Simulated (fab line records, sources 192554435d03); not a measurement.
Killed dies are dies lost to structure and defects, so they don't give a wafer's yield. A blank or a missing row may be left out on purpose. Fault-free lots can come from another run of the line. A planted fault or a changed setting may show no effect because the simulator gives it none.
Matching of chambers -- flow n5 finfet -- N5_GATE_CUT_ETCH_37 on rie diel-02: 4 sister chambers
The step etches SOC in N2/H2, target depth 60 nm, overetch 12 nm, time 90 s. 4 wafers are shown with their chamber, then 12 later ones without.

== WAFERS PAIRED WITH THEIR CHAMBERS ==
wafer,chamber,drypump motor current A (A)
L086.1,2,4.9
L091.4,3,5.9
L091.5,0,5.8
L091.6,1,6.2

== WAFERS WHOSE CHAMBER IS MISSING ==
wafer,drypump motor current A (A)
L095.2,5.7
L095.3,6.1
L095.5,5.9
L096.2,6.2
L096.4,5.9
L096.6,5.7
L097.1,5.9
L097.2,5.7
L097.3,6.1
L097.4,5.0
L097.5,5.9
L097.6,5.7

== CHAMBER TAKEN BY EACH ==
wafer,from the rows above,in truth
L095.2,can't be placed: 0 or 3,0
L095.3,can't be placed: 1 or 3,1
L095.5,can't be placed: 3 or 0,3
L096.2,1,1
L096.4,can't be placed: 3 or 0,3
L096.6,can't be placed: 0 or 3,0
L097.1,can't be placed: 3 or 0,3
L097.2,can't be placed: 0 or 3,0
L097.3,can't be placed: 1 or 3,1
L097.4,2,2
L097.5,can't be placed: 3 or 0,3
L097.6,can't be placed: 0 or 3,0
Correct placement for 2 of the 12. Cannot be placed on the basis of these rows: 10; the candidates contain the true chamber in 10. Number placed wrongly: 0.
How it was worked out, from the rows above alone: a wafer's distance from a chamber is the root of the sum, over the readings, of the square of ((its reading less the chamber's mean) divided by the reading's scatter). If the next closest chamber is less than 2 further off than the closest, the wafer can't be placed; otherwise it belongs to the closest. For every chamber, the mean is computed from those of its wafers that are shown. The scatter: with one shown wafer a chamber, the root of the mean of the squares of how far each hidden wafer lies from its nearest shown one.
